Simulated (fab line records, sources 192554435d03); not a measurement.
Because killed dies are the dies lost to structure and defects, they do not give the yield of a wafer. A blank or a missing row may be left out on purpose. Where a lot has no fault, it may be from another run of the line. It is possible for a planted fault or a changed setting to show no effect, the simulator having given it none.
Matching of chambers | flow n5 finfet | N5_BEOL_M13_TRENCH_ETCH_34 on rie diel-01: 4 sister chambers
The step etches SiOC in C4F8/O2/Ar, target depth 413.47 nm, time 162.6 s. 4 wafers are shown with their chamber, then 9 later ones without.

## WAFERS WITH THEIR CHAMBER
wafer  | chamber | showerhead plenum p Torr (Torr)
L085.6 | 1       | 3.43
L084.1 | 2       | 3.23
L084.3 | 3       | 3.41
L084.4 | 0       | 3.35

## WAFERS MISSING THEIR CHAMBER
wafer  | showerhead plenum p Torr (Torr)
L087.1 | 3.23
L087.2 | 3.35
L087.3 | 3.40
L094.2 | 3.22
L094.3 | 3.40
L094.5 | 3.34
L093.1 | 3.34
L093.2 | 3.39
L093.3 | 3.22

## CHAMBER TAKEN BY EACH
wafer  | from the rows above          | in truth
L087.1 | 2                            | 2
L087.2 | 0                            | 0
L087.3 | can't be placed: 3 or 1      | 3
L094.2 | 2                            | 2
L094.3 | can't be placed: 3 or 1      | 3
L094.5 | 0                            | 0
L093.1 | 0                            | 0
L093.2 | can't be placed: 3 or 0 or 1 | 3
L093.3 | 2                            | 2
Correct placement for 6 of the 9. From these rows, 3 cannot be placed; in 3 the true chamber is one of the candidates. Placed wrongly: 0.
How it was worked out, from the rows above alone: a wafer's distance from a chamber is the root of the sum, over the readings, of the square of ((its reading less the chamber's mean) divided by the reading's scatter). If the next closest chamber is less than 2 further off than the closest, the wafer can't be placed; otherwise it belongs to the closest. Each chamber's mean is taken over the wafers shown for it. The scatter: with one shown wafer a chamber, the root of the mean of the squares of how far each hidden wafer lies from its nearest shown one.
